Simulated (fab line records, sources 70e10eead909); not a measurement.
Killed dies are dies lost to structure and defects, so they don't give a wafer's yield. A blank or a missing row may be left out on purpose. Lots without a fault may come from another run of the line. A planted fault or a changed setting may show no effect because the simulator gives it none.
Which tool did it? | flow nand_harc | 14 lots, 42 wafers sampled, at 1 step of a route of 1159

WHAT THE GAUGES READ, wafer by wafer
NHARC_A_CONTACT_CD_MEAS_15. Usual: cd_nm 90.1 nm, standard deviation 0.59.
lot  | measured     | on        | cd_nm (nm)     | flag
L106 | day 17 12:13 | cd_sem-01 | 89.7 89.7 90.4 |
L109 | day 17 13:19 | cd_sem-02 | 90.2 89.8 90.6 |
L108 | day 17 16:10 | cd_sem-02 | 90.3 90.4 91.0 |
L111 | day 18 19:49 | cd_sem-03 | 90.1 89.5 89.6 |
L113 | day 19 10:35 | cd_sem-03 | 90.1 90.3 89.8 |
L117 | day 19 23:41 | cd_sem-01 | 90.9 90.6 91.0 |
L120 | day 20 16:40 | cd_sem-01 | 90.1 89.2 90.1 |
L119 | day 20 19:50 | cd_sem-02 | 89.6 89.7 90.2 |
L123 | day 21 15:39 | cd_sem-01 | 90.6 90.1 90.7 |
L125 | day 21 16:57 | cd_sem-01 | 90.4 91.2 91.2 |
L122 | day 22 01:44 | cd_sem-03 | 89.3 89.3 89.7 |
L126 | day 22 15:08 | cd_sem-02 | 88.7 88.9 88.9 |
L127 | day 22 18:13 | cd_sem-02 | 90.4 90.8 90.0 |
L128 | day 23 02:59 | cd_sem-02 | 89.5 89.2 89.9 |

WHICH TOOL RAN EACH LOT (tool, then ch and the chambers of the sampled wafers, then the start)
The record holds no process step before these readings.

WHAT THE TOOLS THEMSELVES READ (means of the sampled wafers that have a number; where no wafer has one, the mark that the record gives instead)
The record holds no such reading with a usual standard deviation.

THE ANSWER, worked out from the rows above alone
Rule: a lot is off if the mean of its wafers that have a number lies more than 3 standard deviations from the usual mean. A lot without any number at a reading at which 4 lots or more have one is off too. The other lots that the step has rows for count as sound. The gauges are gone through in route order, then the tools' own readings, and for those a lot's mean is taken as printed above. The first step at which some lot is off is used, and at that step the reading that is off furthest; a lot without a number counts as furthest.
No lot is off at any reading shown: from this, nothing can be told.

WHAT THE SIMULATOR HAD PUT IN
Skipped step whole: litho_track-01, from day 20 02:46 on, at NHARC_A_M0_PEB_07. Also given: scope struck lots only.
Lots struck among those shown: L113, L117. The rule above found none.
